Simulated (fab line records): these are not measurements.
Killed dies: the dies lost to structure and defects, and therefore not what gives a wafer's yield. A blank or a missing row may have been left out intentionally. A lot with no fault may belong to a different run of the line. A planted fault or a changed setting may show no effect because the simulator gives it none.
Comparing a struck lot with a sound one | flow n5 finfet | 16 out of 1938 route steps
Sound: the wafers L584.2, L584.5, L584.6. Struck: wafer L594.2 (left out: L594.1, L594.6 of the same lot, which were not struck); the cause appears at the end.
At each step with rows: each side's tool, then ch and its chambers, then its first start. Under that, the readings that differ: sound wafers | struck wafers | difference of the means | sigmas: that difference in standard deviations of wafers without a fault.
alike: words and numbers the same on both sides, and readings whose means are apart by under 2 such deviations; not compared: readings that were withheld, readings missing a value for some wafer, numbers with overlapping values and no deviation given by the record, and bounds like >300 which may hide the same value.
A row with sigmas, a row that says differs or no value, or rows on one side alone: a step with any of these is where the two part. Non-overlapping numbers with no deviation appear without sigmas and do not part them. A reading missing from all wafers of one side parts the sides only when that side holds two or more wafers.

first, 8 steps without rows for these wafers: N5_FIN_SAQP_COAT_49 (time 60 s, resist thk 100 nm); N5_FIN_SAQP_COAT_50 (time 60 s, resist thk 35 nm); N5_FIN_SAQP_COAT_10 (resist thk 90 nm); N5_FIN_SAQP_EBR_12; N5_FIN_SAQP_SOFTBAKE_11 (time 60 s); N5_FIN_SAQP_EXPOSE_13 (exposes mask FIN CORE, target cd 35.6 nm); N5_FIN_SAQP_PEB_14 (peb time 60 s); N5_FIN_SAQP_DEVELOP_15 (develop time 30 s).
N5_FIN_SAQP_CD_MEAS_16: the cd target is 35.6 nm.
  sound on cd sem-01 ch 0, day 2 10:37; struck on cd sem-01 ch 0, day 4 23:37
  alike: cd nm
N5_FIN_SAQP_OVL_MEAS_17:
  sound on overlay-02 ch 0, day 2 10:41; struck on overlay-02 ch 0, day 4 23:40
  alike: FIN_CORE_OVL
N5_FIN_SAQP_INSPECT_18: inspects for defects (brightfield).
  sound: defect inspect-02 at day 2 10:44; struck: defect inspect-01 at day 4 23:41
  alike: raw defect count
N5_FIN_SAQP_DESCUM_21: chemistry O2, time 7.9 s.
  sound on rie diel-04 ch 1,2, day 2 10:46; struck on rie diel-04 ch 3, day 4 23:43
  alike: drypump motor current A, oes product au, rf vpp V, showerhead plenum p Torr, temp c, throttle valve pct
  not compared: rf hours counter h
N5_FIN_SAQP_ETCH_51: etches SiARC in CF4, target depth 45.5 nm, time 75.8 s.
  sound on rie diel-04 ch 1,2, day 2 10:47; struck on rie diel-04 ch 3, day 4 23:45
  reading               | sound          | struck | difference | sigmas
  etch rf on time s (s) | 75.2 74.6 77.9 | 53.4   | -22.5      | -16
  alike: cf4 flow sccm, drypump motor current A, oes product au, rf vpp V, showerhead plenum p Torr, throttle valve pct
  not compared: rf hours counter h
N5_FIN_SAQP_ETCH_52: etches SOC in N2/H2, target depth 100 nm, overetch 20 nm, time 150 s.
  sound on rie diel-04 ch 1,2, day 2 10:51; struck on rie diel-04 ch 3, day 4 23:48
  alike: drypump motor current A, oes product au, rf vpp V, showerhead plenum p Torr, temp c, throttle valve pct
  not compared: rf hours counter h
-- a jump in the record: the struck wafers' starts before and after are 9 days apart (it breaks off in module FIN_SAQP and resumes in module BEOL_M4, where the first step shown is number 1111 of the route) --
N5_BEOL_M4_RC_MEAS_101:
  sound on prober-02 ch 0, day 10 22:18; struck on prober-01 ch 0, day 14 01:14
  reading       | sound          | struck | difference | sigmas
  DIBL_N (mV/V) | 35.6 35.3 34.0 | 37.6   | +2.6       | +2
  DIBL_P (mV/V) | 34.3 33.5 32.3 | 37.6   | +4.2       | +3
  SS_P (mV/dec) | 72.9 72.5 72.3 | 73.8   | +1.2       | +2
  alike: IOFF_N, IOFF_P, ION_N, ION_P, SS_N, VT_N, VT_P
-- a jump in the record: the struck wafers' starts before and after are 5 days apart (it breaks off in module BEOL_M4 and resumes in module PASSIVATION, where the first step shown is number 1936 of the route) --
N5_PASSIVATION_PROBE_49:
  sound: prober-02 at day 15 07:58; struck: prober-01 at day 19 00:00
  alike: defect limited yield, killed_at_M0_to_M3, killed_at_M4_up, killed at contacts, killed at front end, killed at other, killed dies, killed open, killed short, sort_bin_5_function, sort_bin_6_memory, sort n pass, sort yield pct

== WHERE THEY PART ==
Earliest at N5_FIN_SAQP_ETCH_51; latest, in this record, at N5_BEOL_M4_RC_MEAS_101. Later steps at which nothing parts them and some readings are alike: N5_PASSIVATION_PROBE_49.

WHY: what had been put in by the simulator
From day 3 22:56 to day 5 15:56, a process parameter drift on rie diel-04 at N5_FIN_SAQP_ETCH_51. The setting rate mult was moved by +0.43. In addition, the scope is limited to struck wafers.
